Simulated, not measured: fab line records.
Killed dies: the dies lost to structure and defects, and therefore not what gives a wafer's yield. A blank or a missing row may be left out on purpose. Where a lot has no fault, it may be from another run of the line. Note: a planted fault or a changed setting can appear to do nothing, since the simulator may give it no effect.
The same fault as seen by 2 desks | flow nandHarc | what lay behind the numbers comes last; until then each desk has only its own

THE DEFECT DESK
For each lot, the counts of the inspections along the route, averaged over the sampled wafers that have a number. Marked OUT: a lot whose mean sits more than 4 standard deviations from the usual mean, which makes it out of limits; the brackets give that distance.
Columns: A = rawDefectCount at NHARC_P_ZERO_WELL_INSPECT_43, usual 13
lot  | first seen here | A
L249 | day 2 13:38     | 19
L253 | day 4 06:38     | 11
L258 | day 6 07:37     | 12
L259 | day 6 17:20     | 22
L262 | day 8 02:05     | 11
L265 | day 9 05:25     | 24
L266 | day 9 16:09     | 9
L267 | day 10 01:25    | 10
L268 | day 10 11:53    | 11
L269 | day 10 21:35    | 15
L270 | day 11 07:36    | 11
L271 | day 11 17:45    | 15
Finding of this desk: none of the 12 lots has anything out of limits.

AT THE METROLOGY DESK
What the gauges read for every lot (on any tool): the sampled wafers with a number, averaged. Marked OUT: a lot whose mean sits more than 4 standard deviations from the usual mean, which makes it out of limits; the brackets give that distance.
Columns: A = cdNm at NHARC_P_ZERO_WELL_CD_MEAS_52, usual 1999.6 nm
lot  | first seen here | A
L249 | day 2 11:49     | 2000.0
L253 | day 4 04:48     | 2000.4
L258 | day 6 05:47     | 2007.0 (+5.7) OUT
L259 | day 6 15:30     | 2005.9 (+4.8) OUT
L262 | day 7 21:38     | 1998.7
L265 | day 9 03:37     | 1999.7
L266 | day 9 13:50     | 2001.5
L267 | day 9 23:36     | 1999.5
L268 | day 10 09:55    | 2000.0
L269 | day 10 19:44    | 2001.2
L270 | day 11 05:47    | 2001.3
L271 | day 11 15:56    | 1999.2
Finding of this desk: L258, L259 out of limits; the first was L258 at day 6 05:47, on cdNm at NHARC_P_ZERO_WELL_CD_MEAS_52. In limits: L249, L253, L262, L265, L266, L267, L268, L269, L270, L271.

BROUGHT TOGETHER
The metrology desk could have raised an alarm at day 6 05:47, on L258, L259.
Nothing out of limits was seen by the defect desk.
The defect desk has L258, L259 on record, within its limits.
The lots listed all ran NHARC_P_ZERO_WELL_EXPOSE_49 on krfScanner-03.

WHAT HAD BEEN PUT IN BY THE SIMULATOR
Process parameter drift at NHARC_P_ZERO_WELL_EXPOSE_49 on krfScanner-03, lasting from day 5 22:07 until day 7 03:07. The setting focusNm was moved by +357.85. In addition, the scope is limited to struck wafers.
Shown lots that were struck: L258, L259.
Delay in hours, fault start to first out-of-limits reading, per desk: metrology desk 8.
